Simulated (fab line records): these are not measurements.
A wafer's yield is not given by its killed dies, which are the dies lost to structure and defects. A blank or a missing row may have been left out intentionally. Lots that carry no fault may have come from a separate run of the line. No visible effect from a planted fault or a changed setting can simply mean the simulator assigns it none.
Matching of chambers | flow nandHarc | rieDiel-07 running NHARC_P_GATE_STRIP_108: 4 sister chambers
The step strips in O2. 14 wafers are shown with their chamber, then 7 later ones without.

== EACH WAFER AND ITS CHAMBER ==
wafer  | chamber | showerheadPlenumPTorr (Torr) | drypumpMotorCurrentA (A) | oesProductAu (a.u.)
L526.2 | 3       | 3.76                         | 5.6                      | 0.999
L526.4 | 1       | 3.75                         | 5.6                      | 1.006
L526.6 | 3       | 3.76                         | 5.6                      | 0.991
L528.2 | 1       | 3.75                         | 5.5                      | 1.014
L528.3 | 0       | 3.62                         | 5.1                      | 1.006
L528.6 | 3       | 3.76                         | 5.6                      | 0.979
L533.2 | 2       | 3.63                         | 5.4                      | 0.991
L533.4 | 0       | 3.62                         | 5.1                      | 0.998
L533.6 | 3       | 3.75                         | 5.6                      | 0.987
L540.2 | 1       | 3.74                         | 5.5                      | 1.006
L540.5 | 0       | 3.62                         | 5.1                      | 1.011
L540.6 | 3       | 3.75                         | 5.6                      | 0.993
L541.1 | 1       | 3.74                         | 5.5                      | 1.004
L541.2 | 3       | 3.75                         | 5.6                      | 0.989

SIGNATURES (means of the wafers above)
reading               | chamber 0 | chamber 1 | chamber 2 | chamber 3 | scatter within a chamber
showerheadPlenumPTorr | 3.6200    | 3.7450    | 3.6300    | 3.7550    | 0.005
drypumpMotorCurrentA  | 5.100     | 5.525     | 5.400     | 5.600     | 0.0274
oesProductAu          | 1.00500   | 1.00750   | 0.99100   | 0.98967   | 0.00605
Rule: a wafer's distance from a chamber is the root of the sum, over the readings, of the square of ((its reading less the chamber's mean) divided by the reading's scatter). If the next closest chamber is less than 2 further off than the closest, the wafer can't be placed; otherwise it belongs to the closest. The scatter: the root of (the sum of the squares of (reading less its chamber's mean) over the shown wafers, divided by (wafers less chambers)).

== WAFERS WHOSE CHAMBER IS MISSING ==
wafer  | showerheadPlenumPTorr (Torr) | drypumpMotorCurrentA (A) | oesProductAu (a.u.)
L541.6 | 3.62                         | 5.5                      | 0.987
L543.2 | 3.75                         | 5.6                      | 0.982
L543.3 | 3.74                         | 5.5                      | 0.998
L543.6 | 3.74                         | 5.5                      | 1.008
L545.2 | 3.74                         | 5.5                      | 1.016
L545.3 | 3.62                         | 5.5                      | 0.997
L545.5 | 3.75                         | 5.6                      | 0.986

== THE CHAMBER EACH PASSED THROUGH ==
wafer  | from the rows above | in truth
L541.6 | 2                   | 2
L543.2 | 3                   | 3
L543.3 | 1                   | 1
L543.6 | 1                   | 1
L545.2 | 1                   | 1
L545.3 | 2                   | 2
L545.5 | 3                   | 3
Correct placement for 7 of the 7. Can't be placed from these rows: 0. Wrongly placed: 0.
